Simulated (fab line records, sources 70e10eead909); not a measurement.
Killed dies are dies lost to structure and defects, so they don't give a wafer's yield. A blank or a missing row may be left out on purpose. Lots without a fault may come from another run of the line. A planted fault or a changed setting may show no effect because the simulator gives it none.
fab line records | flow nand_harc
record lots=6 wafers=16 last_day=33
route steps=1302 shown P_STI@86 P_GATE@110 P_CONTACT@235 END@1302
lots that met no fault: from a run of the same line without faults
start_h: hours from the record's first day to the start of the lot's first wafer shown | wait_h: hours since the lot's step before | " the same as in the row above | L1.1+2: a row that stands for several wafers | - no value, or no start given | * or withheld: withheld | < > ~ a bound
route shown NAME@n: a module of which the file shows steps, and the number in the route of the first | usual: mean/standard deviation of fault-free wafers | same: alike in all rows | chamber/n: place in a boat | sites: the reading at each site | _std_site: their standard deviation | _edge_site: outer sites' mean less inner sites' | radius_mm: how far each site lies from the wafer's centre | mask NAME#n: copy n | behind: the tool/chamber that last shaped the wafer | hold: why the lot was held/for how many hours/how that ended | device: the transistor (n, p or np) that didn't switch | end of line: the same wafers' tests at the end of the route | a step without rows: its recipe alone | killed: dies lost to structure and defects at the first sort, not the wafer's yield | map: a wafer's dies, x killed, . not, _ none there
set.NAME: the setting as run; set.NAME@STEP: as run at that earlier step | model.NAME: the simulator's own value behind a step, which no gauge read
lots at some steps of the route; a table a step, a row a wafer
services: from which hour (start_h, from the record's first day; less than 0 if before it) a tool's chamber was out of use, for how many hours, and why
## steps
# step NHARC_P_STI_HARDBAKE_13
# recipe temp_c=118 time_s=65
# step NHARC_P_STI_DESCUM_14
# recipe time_s=3 o2_flow_sccm=200 ar_flow_sccm=0 bias_power_w=0 chemistry=O2
# usual drypump_motor_current_A=5.3/0.36 oes_product_au=1.002/0.012 rf_vpp_V=57.7/0.8 showerhead_plenum_p_Torr=1.91/0.064 throttle_valve_pct=11.312/0.0084
# columns lot.wafer tool chamber start_h wait_h drypump_motor_current_A oes_product_au rf_hours_counter_h rf_vpp_V showerhead_plenum_p_Torr throttle_valve_pct
L578.1 rie_diel-08 1 56.47 - 5.0 1.024 2 57.9 1.83 11.320
L578.4 " 0 " " 5.2 1.015 - 58.0 1.84 11.330
L578.6 " 3 " " 5.5 1.010 - 57.5 1.96 11.318
L580.2 rie_diel-08 2 73.11 - 4.8 0.995 4 59.7 1.92 11.314
L580.5 " 2 " " 4.8 0.996 - 56.9 1.92 11.306
L580.6 " 3 " " 5.5 1.005 - 56.4 1.96 11.305
L583.4 rie_diel-08 0 112.23 - 5.3 1.011 6 57.4 1.84 11.295
L583.6 " 1 " " 5.0 1.021 - 57.7 1.83 11.305
L584.4 rie_diel-10 3 117.18 - 4.9 1.007 2 57.5 1.80 11.293
L584.1 " 1 " " 5.5 1.023 2 57.4 1.91 11.320
L598.2 rie_diel-08 0 253.23 - 5.2 1.001 4 58.7 1.84 11.321
L598.1 " 2 " " 4.8 1.010 4 58.0 1.91 11.303
L598.5 " 1 " " 4.9 1.008 - 57.9 1.82 11.292
L600.2 rie_diel-08 0 269.37 - 5.3 0.992 5 57.8 1.84 11.310
L600.1 " 3 " " 5.4 0.990 5 58.4 1.96 11.318
L600.6 " 3 " " 5.4 0.997 - 58.0 1.96 11.316
# step NHARC_P_STI_ETCH_42
# recipe target_depth_a=800 overetch_a=240 time_s=61 ion_energy_ev=200 n2_flow_sccm=150 h2_flow_sccm=150 ar_flow_sccm=0 rf_w=400 bias_w=150 chemistry=N2/H2
# step NHARC_P_STI_ETCH_31
# recipe target_depth_a=1089 time_s=54.5 cf4_flow_sccm=100 chf3_flow_sccm=30 ar_flow_sccm=0 rf_w=500 bias_w=200 chemistry=CF4/CHF3
# usual drypump_motor_current_A=5.3/0.36 oes_product_au=0.958/0.023 rf_vpp_V=370.6/1.9 showerhead_plenum_p_Torr=1.57/0.05 throttle_valve_pct=16.803/0.0093
# columns lot.wafer tool chamber start_h wait_h drypump_motor_current_A oes_product_au rf_hours_counter_h rf_vpp_V showerhead_plenum_p_Torr throttle_valve_pct
L578.1 rie_diel-08 3 - - 5.4 0.974 2 370.9 1.61 16.809
L578.4 " 3 " " 5.4 0.964 - 370.5 1.61 16.804
L578.6 " 0 " " 5.3 0.972 - 368.6 1.52 16.804
L580.2 rie_diel-08 0 - - 5.3 0.958 4 368.9 1.52 16.788
L580.5 " 0 " " 5.3 0.967 - 368.8 1.52 16.803
L580.6 " 1 " " 4.9 0.985 - 368.2 1.51 16.794
L583.4 rie_diel-08 3 - - 5.4 0.978 6 371.8 1.61 16.802
L583.6 " 1 " " 4.9 0.975 - 369.4 1.51 16.794
L584.1 rie_diel-10 2 - - 5.4 0.974 2 371.4 1.58 16.812
L584.4 " 3 " " 4.9 0.962 2 367.4 1.48 16.805
L598.2 rie_diel-08 1 - - 4.9 0.962 4 367.7 1.50 16.816
L598.1 " 3 " " 5.4 0.955 4 370.9 1.61 16.798
L598.5 " 1 " " 4.9 0.967 - 368.2 1.50 16.810
L600.2 rie_diel-08 3 - - 5.4 0.926 6 371.0 1.61 16.806
L600.1 " 0 " " 5.3 0.927 5 370.0 1.52 16.797
L600.6 " 0 " " 5.3 0.934 - 367.3 1.52 16.798
# step NHARC_P_STI_ETCH_15
# recipe target_depth_a=3000 taper_deg=4 time_s=100.1 hbr_flow_sccm=150 cl2_flow_sccm=50 rf_w=400 icp_w=400 bias_w=100 chemistry=HBr/Cl2
# usual drypump_motor_current_A=5.9/0.45 he_backside_leak_sccm=2.73/0.21 mfc_cl2_sccm=50.01/0.13 oes_product_au=1.000/0.0091 throttle_valve_pct=26.407/0.0084
# columns lot.wafer tool chamber start_h wait_h drypump_motor_current_A he_backside_leak_sccm mfc_cl2_sccm oes_product_au rf_hours_counter_h throttle_valve_pct
L578.1 rie_si-06 3 56.77 - 5.8 2.36 49.90 1.003 0.8 26.405
L578.4 " 1 " " 6.3 2.92 50.10 0.991 1.1 26.417
L578.6 " 3 " " 5.8 2.38 49.78 1.010 - 26.413
L580.2 rie_si-02 2 73.43 - 6.6 2.70 49.90 0.991 0.9 26.410
L580.6 " 3 " " 5.7 2.60 50.10 0.995 - 26.409
L580.5 " 0 " " 5.4 2.89 50.01 0.994 - 26.410
L583.4 rie_si-05 0 112.49 - 5.3 2.37 50.34 0.987 0.8 26.412
L583.6 " 3 " " 5.9 2.89 50.00 1.014 - 26.405
L584.1 rie_si-02 2 117.47 - 6.5 2.66 49.93 1.010 0.1 26.409
L584.4 " 3 " " 5.7 2.49 50.04 1.000 0.1 26.396
L598.1 rie_si-02 2 253.53 - 6.6 2.63 49.83 0.983 1.1 26.404
L598.2 " 1 " " 6.2 2.74 49.90 0.998 1.0 26.405
L598.5 " 3 " " 5.7 2.56 50.14 0.993 - 26.407
L600.2 rie_si-06 0 269.85 - 5.6 2.39 49.86 1.005 0.0 26.429
L600.1 " 1 " " 6.3 2.94 49.86 1.006 0.0 26.386
L600.6 " 0 " " 5.6 2.48 49.95 0.993 - 26.394
# step NHARC_P_STI_CD_MEAS_16
# usual cd_nm=196.9/2.2
# columns lot.wafer tool chamber start_h wait_h cd_nm
L578.1 cd_sem-03 - 56.93 - 198.6
L578.4 " - " " 199.4
L578.6 " - " " 194.8
L580.2 cd_sem-03 - 73.55 - 194.2
L580.5 " - " " 196.5
L580.6 " - " " 198.7
L583.4 cd_sem-01 - 112.65 - 193.5
L583.6 " - " " 190.6
L584.1 cd_sem-02 - 117.61 - 194.0
L584.4 " - " " 198.4
L598.1 cd_sem-01 - 253.69 - 197.5
L598.2 " - " " 199.1
L598.5 " - " " 194.6
L600.1 cd_sem-01 - 270.01 - 199.7
L600.2 " - " " 194.7
L600.6 " - " " 197.4
# step NHARC_P_STI_OCD_MEAS_17
# usual trench_depth_nm=300/3.8 trench_foot_cd_nm=155.4/2
# columns lot.wafer tool chamber start_h wait_h trench_depth_nm trench_foot_cd_nm
L578.1 ocd-02 - 57.02 0.1 302 156.6
L578.4 " - " " 299 158.4
L578.6 " - " " 303 152.8
L580.2 ocd-01 - 73.64 0.1 294 154.1
L580.5 " - " " 298 155.5
L580.6 " - " " 296 158.9
L583.4 ocd-01 - 112.73 0.1 294 152.7
L583.6 " - " " 304 147.5
L584.1 ocd-02 - 117.70 0.1 302 151.3
L584.4 " - " " 300 157.1
L598.1 ocd-01 - 253.78 0.1 294 159.4
L598.2 " - " " 297 158.1
L598.5 " - " " 297 154.7
L600.1 ocd-01 - 270.10 0.1 304 156.2
L600.2 " - " " 299 154.8
L600.6 " - " " 302 155.1
# step NHARC_P_STI_STRIP_19
# recipe time_s=900 temp_c=130 chemistry=SPM
# step NHARC_P_STI_PRECLEAN_32
# recipe time_s=* temp_c=50 bath_age_min=0 chemistry=SC1
# step NHARC_P_STI_SRD_23
# step NHARC_P_STI_OCD_MEAS_43
# usual trench_depth_nm=300/3.8 trench_foot_cd_nm=155.4/2
# columns lot.wafer tool chamber start_h wait_h trench_depth_nm trench_foot_cd_nm
L578.1 ocd-01 - 57.52 - 302 156.4
L578.4 " - " " 299 158.9
L578.6 " - " " 303 152.9
L580.2 ocd-02 - 74.15 - 293 153.8
L580.5 " - " " 299 155.9
L580.6 " - " " 296 158.8
L583.4 ocd-02 - 113.24 - 295 153.5
L583.6 " - " " 304 147.6
L584.1 ocd-01 - 118.21 - 302 151.8
L584.4 " - " " 300 157.7
L598.1 ocd-02 - 254.29 - 293 158.6
L598.2 " - " " 298 158.2
L598.5 " - " " 297 155.2
L600.1 ocd-01 - 270.61 - 304 156.0
L600.2 " - " " 300 155.4
L600.6 " - " " 302 154.8
# step NHARC_P_STI_OXIDE_33
# recipe target_thk_a=100 temp_c=1000 ox_time_s=281 material=SiO2
# step NHARC_P_STI_HDPCVD_20
# recipe target_thk_a=withheld sigma_open_frac=withheld material=SiO2
# columns lot.wafer tool chamber start_h wait_h
L578.1+4+6 hdpcvd-01 0 65.41 0.4
L580.2+5+6 hdpcvd-01 0,0,1 82.40 0.4
L583.4+6 hdpcvd-01 0 123.24 0.5
L584.1+4 hdpcvd-01 0 123.57 0.9
L598.1+2+5 hdpcvd-01 0,1,0 262.23 0.4
L600.2+1+6 hdpcvd-01 0,1,1 278.87 0.4
# step NHARC_P_STI_ANNEAL_34
# recipe temp_c=1000 time_s=1800
# step NHARC_P_STI_CMP_21
# recipe t_overpolish_s=20 target_thk_nm=380.67
# usual motor_current_A=12.1/1.2 overpolish_run_s=20.001/0.009
# columns lot.wafer tool chamber start_h wait_h motor_current_A overpolish_run_s
L578.1 cmp-03 2 74.36 0.4 11.4 20.000
L578.4 " 3 " " 11.5 19.987
L578.6 " 1 " " 13.9 20.006
L580.2 cmp-01 2 91.22 0.4 11.5 20.000
L580.5 " 0 " " 13.4 19.992
L580.6 " 1 " " 11.1 19.997
L584.1 cmp-04 0 131.56 0.4 9.9 20.014
L584.4 " 1 " " 12.0 20.006
L583.4 cmp-01 1 131.56 0.4 10.9 20.000
L583.6 " 3 " " 11.0 19.997
L598.1 cmp-03 2 270.88 0.4 11.6 19.999
L598.2 " 3 " " 11.8 20.005
L598.5 " 1 " " 13.9 20.016
L600.2 cmp-03 0 287.68 0.4 14.2 20.007
L600.1 " 1 " " 14.2 20.007
L600.6 " 1 " " 13.9 20.004
# step NHARC_P_STI_SRD_35
# step NHARC_P_STI_ETCH_36
# recipe target_depth_a=388 chemistry=dHF material=SiO2
# step NHARC_P_STI_STRIP_24
# recipe temp_c=160 chemistry=H3PO4 material=Si3N4
# step NHARC_P_STI_ETCH_37
# recipe target_depth_a=110 chemistry=dHF material=SiO2
# step NHARC_P_STI_PRECLEAN_38
# recipe time_s=* temp_c=50 bath_age_min=0 chemistry=SC1
# step NHARC_P_STI_SRD_39
# step NHARC_P_STI_OXIDE_40
# recipe target_thk_a=100 temp_c=900 ox_time_s=1362 material=SiO2
# step NHARC_P_GATE_ETCH_69
# recipe target_depth_a=140 chemistry=dHF material=SiO2
# step NHARC_P_GATE_PRECLEAN_70
# recipe time_s=* temp_c=50 bath_age_min=0 chemistry=SC1
# step NHARC_P_GATE_SRD_01
# step NHARC_P_GATE_OXIDE_02
# recipe target_thk_a=375 temp_c=950 p_h2o_torr=720 ox_time_s=365 material=SiO2
# step NHARC_P_GATE_DEHYDRATE_03
# recipe temp_c=150 time_s=120
# step NHARC_P_GATE_HMDS_04
# recipe time_s=30
# step NHARC_P_GATE_COAT_05
# recipe spin_rpm=4690
# step NHARC_P_GATE_SOFTBAKE_06
# recipe temp_c=122 time_s=95
# step NHARC_P_GATE_EBR_07
# step NHARC_P_GATE_EXPOSE_08
# recipe na=0.6 dose_mj=16.75 mask_id=P_HV
# step NHARC_P_GATE_PEB_09
# recipe peb_temp_c=118 peb_time_s=85
# step NHARC_P_GATE_DEVELOP_10
# recipe time_s=70
# step NHARC_P_GATE_CD_MEAS_11
# recipe target_cd_nm=1640 landing_energy_ev=500
# usual cd_nm=1639.2/1.8
# columns lot.wafer tool chamber start_h wait_h cd_nm
L578.1 cd_sem-01 0 91.43 - 1640.8
L578.4 " 0 " " 1638.9
L578.6 " 0 " " 1639.2
L580.2 cd_sem-02 0 108.41 - 1640.7
L580.5 " 0 " " 1639.5
L580.6 " 0 " " 1640.7
L584.1 cd_sem-02 0 148.11 - 1637.2
L584.4 " 0 " " 1638.7
L583.4 cd_sem-01 0 148.28 - 1640.1
L583.6 " 0 " " 1637.5
L598.1 cd_sem-01 0 287.91 - 1642.6
L598.2 " 0 " " 1639.4
L598.5 " 0 " " 1637.9
L600.1 cd_sem-02 0 308.29 - 1638.5
L600.2 " 0 " " 1639.3
L600.6 " 0 " " 1643.1
# step NHARC_P_GATE_HARDBAKE_12
# recipe temp_c=125 time_s=80
# step NHARC_P_GATE_DESCUM_13
# recipe time_s=3 o2_flow_sccm=200 ar_flow_sccm=0 bias_power_w=0 chemistry=O2
# usual drypump_motor_current_A=5.7/0.38 oes_product_au=0.995/0.009 rf_vpp_V=57.8/0.89 showerhead_plenum_p_Torr=1.90/0.061 throttle_valve_pct=11.312/0.0091
# columns lot.wafer tool chamber start_h wait_h drypump_motor_current_A oes_product_au rf_hours_counter_h rf_vpp_V showerhead_plenum_p_Torr throttle_valve_pct
L578.1 rie_diel-11 0 91.62 - 5.7 1.007 0.5 58.3 1.89 11.307
L578.4 " 1 " " 5.4 0.991 1.0 57.6 1.91 11.318
L578.6 " 3 " " 5.8 1.009 - 58.1 1.90 11.301
L580.2 rie_diel-02 0 108.58 - 5.7 1.003 2.7 56.9 1.81 11.316
L580.5 " 3 " " 6.4 0.988 - 58.3 1.84 11.312
L580.6 " 0 " " 5.8 1.006 - 57.4 1.81 11.313
L584.4 rie_diel-06 2 148.27 - 6.3 0.994 0.9 58.0 1.91 11.326
L584.1 " 0 " " 5.2 1.003 0.5 56.6 1.82 11.308
L583.4 rie_diel-11 1 148.44 - 5.3 0.998 3.7 57.6 1.91 11.304
L583.6 " 0 " " 5.7 1.000 - 57.5 1.89 11.315
L598.2 rie_diel-11 0 288.07 - 5.7 0.985 0.6 58.2 1.89 11.326
L598.1 " 1 " " 5.4 0.999 0.6 59.1 1.90 11.312
L598.5 " 0 " " 5.8 0.980 - 58.0 1.89 11.311
L600.1 rie_diel-02 2 308.45 - 4.9 1.016 4.7 56.7 1.80 11.314
L600.2 " 3 " " 6.3 0.986 4.5 58.4 1.84 11.312
L600.6 " 0 " " 5.8 0.999 - 57.4 1.81 11.313
# step NHARC_P_GATE_ETCH_14
# recipe target_depth_a=488 chemistry=dHF material=SiO2
# step NHARC_P_GATE_STRIP_15
# recipe time_s=780 temp_c=130 chemistry=SPM
# step NHARC_P_GATE_PRECLEAN_71
# recipe time_s=* temp_c=50 bath_age_min=0 chemistry=SC1
# step NHARC_P_CONTACT_DESCUM_17
# recipe time_s=3 o2_flow_sccm=200 ar_flow_sccm=0 bias_power_w=0 chemistry=O2
# usual drypump_motor_current_A=5.89/0.27 oes_product_au=1.000/0.0098 rf_vpp_V=57.9/0.89 showerhead_plenum_p_Torr=1.94/0.047 throttle_valve_pct=11.312/0.0088
# columns lot.wafer tool chamber start_h wait_h hold drypump_motor_current_A oes_product_au rf_hours_counter_h rf_vpp_V showerhead_plenum_p_Torr throttle_valve_pct
L578.1 rie_diel-01 2 125.79 0.1 - 6.07 0.994 3.0 56.8 1.95 11.314
L578.4 " 0 " " - 6.01 0.988 2.7 57.1 2.01 11.314
L578.6 " 2 " " - 6.07 0.983 - 57.6 1.95 11.326
L580.2 rie_diel-04 0 143.18 0.1 - 6.08 1.005 4.0 57.5 1.91 11.312
L580.5 " 0 " " - 6.06 0.998 - 57.8 1.91 11.314
L580.6 " 3 " " - 5.71 0.997 - 58.1 1.93 11.313
L584.4 rie_diel-05 2 186.51 1.1 await_dispo/1.0h/release 6.31 1.002 6.1 57.4 1.87 11.307
L584.1 " 1 " " await_dispo/1.0h/release 5.96 0.995 6.7 57.3 1.96 11.320
L583.4 rie_diel-04 1 188.39 0.1 - 5.96 1.012 0 56.8 1.85 11.306
L583.6 " 2 " " - 5.97 1.007 - 56.8 1.99 11.315
L598.1 rie_diel-01 3 324.62 0.1 - 5.46 0.996 3.9 57.5 1.95 11.304
L598.2 " 1 " " - 5.63 0.990 4.0 57.6 1.96 11.310
L598.5 " 2 " " - 6.07 1.006 - 58.3 1.95 11.303
L600.1 rie_diel-05 2 350.27 0.1 - 6.31 0.989 4.1 56.9 1.87 11.320
L600.2 " 1 " " - 5.96 0.988 3.6 59.3 1.96 11.317
L600.6 " 3 " " - 5.59 1.000 - 57.7 1.97 11.317
# step NHARC_END_SORT_01
# recipe temp_c=25
# usual killed_at_array=50/16 killed_at_other=0.8/1 killed_at_periphery=4/3.1 killed_dies=54/16 killed_open=3.2/2 killed_short=2.5/1.6
# same gross_dies=677
# columns lot.wafer tool chamber start_h wait_h killed_at_array killed_at_other killed_at_periphery killed_dies killed_open killed_short
L578.1 prober-02 0 572.43 2.5 61 1 3 65 3 2
L578.4 prober-02 0 574.84 3.4 38 0 6 44 2 3
L578.6 prober-02 0 576.45 4.0 50 2 5 57 1 1
L583.4 prober-01 0 635.96 3.4 53 2 11 66 3 1
L583.6 prober-01 0 637.57 4.0 36 0 15 51 3 0
L584.1 prober-02 0 636.56 2.5 33 0 16 49 6 3
L584.4 prober-02 0 638.97 3.4 38 0 8 46 6 1
# killed by level:class
L578.1 A_CHANNEL_HOLE_D2:chamber_film_flake=31 A_CHANNEL_HOLE_D1:chamber_film_flake=22 P_M1:chamber_film_flake=2 A_WL_FILL:chamber_film_flake=2 A_ONON_D1:geometric_particle:open=1 A_CHANNEL_FILL_D1:geometric_particle:short=1 A_DECK1_JOINT:geometric_particle:short=1 A_STAIRCASE:geometric_particle:open=1
L578.4 A_CHANNEL_HOLE_D2:chamber_film_flake=17 A_CHANNEL_HOLE_D1:chamber_film_flake=11 P_BONDPAD:chamber_film_flake=3 A_CONTACT:chamber_film_flake=3 A_CHANNEL_FILL_D2:geometric_particle:short=2 P_ZERO_WELL:chamber_film_flake=2 A_STAIRCASE:chamber_film_flake=2 P_CONTACT:geometric_particle:open=1
L578.6 A_CHANNEL_HOLE_D2:chamber_film_flake=30 A_CHANNEL_HOLE_D1:chamber_film_flake=18 P_BONDPAD:chamber_film_flake=3 THIN_TSV:chamber_film_flake=2 P_STI:geometric_particle:open=1 P_CONTACT:geometric_particle:short=1 A_ZERO_WELL:chamber_film_flake=1 A_CONTACT:chamber_film_flake=1
L583.4 A_CHANNEL_HOLE_D2:chamber_film_flake=30 P_STI:unspecified=9 A_STAIRCASE:chamber_film_flake=5 A_CHANNEL_HOLE_D1:chamber_film_flake=4 A_DECK1_JOINT:chamber_film_flake=4 P_CONTACT:chamber_film_flake=2 A_CHANNEL_FILL_D2:chamber_film_flake=2 A_CONTACT:chamber_film_flake=2
L584.1 A_CHANNEL_HOLE_D1:chamber_film_flake=16 P_STI:unspecified=9 A_CHANNEL_HOLE_D2:chamber_film_flake=8 P_GATE:chamber_film_flake=3 P_CONTACT:geometric_particle:open=2 A_BLC:geometric_particle:open=2 A_SOURCE_PLATE:geometric_particle:short=1 A_CHANNEL_FILL_D1:geometric_particle:open=1
L583.6 A_CHANNEL_HOLE_D2:chamber_film_flake=21 P_STI:unspecified=9 P_CONTACT:chamber_film_flake=5 A_CHANNEL_HOLE_D1:chamber_film_flake=3 A_CONTACT:chamber_film_flake=3 A_STAIRCASE:chamber_film_flake=2 A_WL_FILL:chamber_film_flake=2 A_ONON_D1:geometric_particle:open=1
L584.4 A_CHANNEL_HOLE_D1:chamber_film_flake=23 A_CHANNEL_HOLE_D2:chamber_film_flake=8 P_STI:unspecified=7 P_M1:geometric_particle:open=1 A_DECK1_JOINT:geometric_particle:open=1 A_ONON_D2:geometric_particle:open=1 A_CHANNEL_FILL_D2:geometric_particle:short=1 A_WL_FILL:geometric_particle:open=1
# map L583.4 (x killed, . not)
____________.____________
_________..x..x._________
_______......xx..._______
______x.....x......______
_____.......xx......_____
____x......xx..x.....____
____.....x..x.x......____
___.......x..xxx......___
___.......x..x........___
__.........xxxx..x.....__
__.........x....x......__
_x....x.....xxxx........_
_x....x....xxxx........._
_.............x........._
_.........x.x........x.._
_..x...............x...._
.........................
x........................
...........x....x........
...................x.....
.......x.................
_................x......_
_......................._
_..............x........_
_........xx............._
_......x................_
__...x.xx.xx...........__
__......x.......x......__
___...x...............___
___...................___
____.................____
____......x..........____
_____...........x..._____
______.............______
_______..........._______
_________......._________
____________.____________
# map L584.1 (x killed, . not)
____________.____________
_________......._________
_______..........._______
______.............______
_____..............._____
____.................____
____................x____
___......x............___
___....x..............___
__......x..............__
__.....................__
_x.......x..x..........._
_xx.............x......._
_xx....................._
_xx..x.....x....x......._
_..x...................._
xxx...................x..
xxx......................
x........................
..........x...x..x.......
.........................
_...x..................._
_......................._
_x.xx.....x............._
_........x.............._
_.x......x.............._
__x.x...xx.x...........__
__xx.....x.............__
___............x......___
___...x...............___
____....x............____
____.................____
_____..............._____
______.......x.....______
_______..........._______
_________......._________
____________.____________
## services
# columns tool chamber start_h hours kind
rie_diel-08 2 38.61 4.0 repair
cmp-03 - 48.24 6.5 repair
rie_diel-08 2 51.39 7.7 repair
cmp-03 - 64.47 4.0 pm
rie_diel-11 - 78.50 9.0 pm
cmp-03 - 84.17 6.5 repair
rie_diel-11 - 93.64 0.7 repair
rie_si-02 1 95.49 6.1 repair
rie_si-02 3 96.96 6.5 repair
rie_si-02 - 100.00 9.0 pm
cmp-03 - 110.76 2.1 repair
rie_diel-11 0 128.77 2.5 repair
cmp-03 - 162.47 4.0 pm
rie_diel-08 2 163.35 6.1 repair
hdpcvd-01 - 179.06 2.3 repair
hdpcvd-01 - 185.67 13.0 pm
rie_si-02 3 186.80 2.4 repair
rie_diel-08 - 190.81 9.0 pm
rie_diel-11 - 216.81 0.2 repair
rie_diel-08 0 236.47 3.2 repair
rie_diel-08 2 253.28 17.2 repair
cmp-03 - 256.30 0.3 repair
cmp-03 - 260.47 4.0 pm
rie_diel-08 1 266.72 3.4 repair
## key
first_sign step=NHARC_END_SORT_01 reading=killed_at_periphery direction=up sigmas=2.8 usual=4 struck=12
effect none on later readings
met_at NHARC_P_STI_HDPCVD_20
struck_wafers L583.4,L583.6,L584.1,L584.4
tester_left_out L583,L584
onset_between 82.40 123.24
fault kind=chamber_particle_source tool=hdpcvd-01 chamber=0 onset_h=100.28 steps=NHARC_P_STI_HDPCVD_20 rate_per_visit_cm2=0.014781 end_h=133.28
# tester_left_out: of these lots the tester's yield and bins aren't shown, on N5 and GAA mostly nor the transistor test; their killed dies are dies lost to structure and defects alone, not to doping, threshold or leakage, so they don't give the yield
